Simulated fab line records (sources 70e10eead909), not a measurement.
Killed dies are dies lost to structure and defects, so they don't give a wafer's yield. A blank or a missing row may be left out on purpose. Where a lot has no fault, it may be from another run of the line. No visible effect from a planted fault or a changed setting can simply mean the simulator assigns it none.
Chamber matching + flow nandHarc + 3 sister chambers for NHARC_A_ONON_D1_DEP_33 on pecvd-01
The step deposits SiO2, target thk 200 nm. 16 wafers are shown with their chamber, then 8 later ones without.

WAFERS PAIRED WITH THEIR CHAMBERS
| wafer  | chamber | showerheadVppV (V) | heaterPowerW (W) | throttleValvePct (%) |
|--------|---------|--------------------|------------------|----------------------|
| L074.2 | 1       | 1919               | 605              | 15.7                 |
| L074.4 | 1       | 1923               | 595              | 15.7                 |
| L074.6 | 0       | 1752               | 497              | 15.7                 |
| L076.1 | 1       | 1924               | 485              | 15.6                 |
| L076.2 | 0       | 1769               | 585              | 16.0                 |
| L076.6 | 1       | 1940               | 503              | 15.8                 |
| L079.1 | 0       | 1747               | 508              | 16.3                 |
| L079.4 | 0       | 1780               | 536              | 16.2                 |
| L079.6 | 1       | 1929               | 540              | 15.8                 |
| L078.1 | 2       | 1871               | 341              | 15.7                 |
| L078.5 | 1       | 1920               | 611              | 15.8                 |
| L078.6 | 2       | 1866               | 358              | 15.6                 |
| L091.2 | 0       | 1756               | 584              | 16.4                 |
| L091.4 | 2       | 1875               | 385              | 15.1                 |
| L091.6 | 1       | 1917               | 522              | 15.7                 |
| L090.2 | 2       | 1889               | 294              | 15.1                 |

SIGNATURES (means of the wafers above)
| reading          | chamber 0 | chamber 1 | chamber 2 | scatter within a chamber |
|------------------|-----------|-----------|-----------|--------------------------|
| showerheadVppV   | 1760.80   | 1924.57   | 1875.25   | 10.3                     |
| heaterPowerW     | 542.00    | 551.57    | 344.50    | 45.8                     |
| throttleValvePct | 16.120    | 15.729    | 15.375    | 0.224                    |
Rule: a wafer's distance from a chamber is the root of the sum, over the readings, of the square of ((its reading less the chamber's mean) divided by the reading's scatter). If the next closest chamber is less than 2 further off than the closest, the wafer can't be placed; otherwise it belongs to the closest. The scatter is the square root of a quotient: the sum, over the shown wafers, of each reading's squared deviation from its chamber's mean, divided by wafers minus chambers.

WAFERS MISSING THEIR CHAMBER
| wafer  | showerheadVppV (V) | heaterPowerW (W) | throttleValvePct (%) |
|--------|--------------------|------------------|----------------------|
| L090.4 | 1788               | 542              | 16.4                 |
| L090.5 | 1911               | 610              | 15.7                 |
| L095.1 | 1912               | 314              | 15.0                 |
| L095.3 | 1912               | 552              | 15.9                 |
| L095.6 | 1917               | 556              | 15.6                 |
| L096.1 | 1838               | 369              | 15.1                 |
| L096.4 | 1877               | 345              | 14.9                 |
| L096.5 | 1765               | 593              | 16.9                 |

WHICH CHAMBER EACH WENT THROUGH
| wafer  | from the rows above | in truth |
|--------|---------------------|----------|
| L090.4 | 0                   | 0        |
| L090.5 | 1                   | 1        |
| L095.1 | 2                   | 2        |
| L095.3 | 1                   | 1        |
| L095.6 | 1                   | 1        |
| L096.1 | 2                   | 2        |
| L096.4 | 2                   | 2        |
| L096.5 | 0                   | 0        |
Correctly placed: 8 of 8. From these rows, 0 cannot be placed. Number placed wrongly: 0.
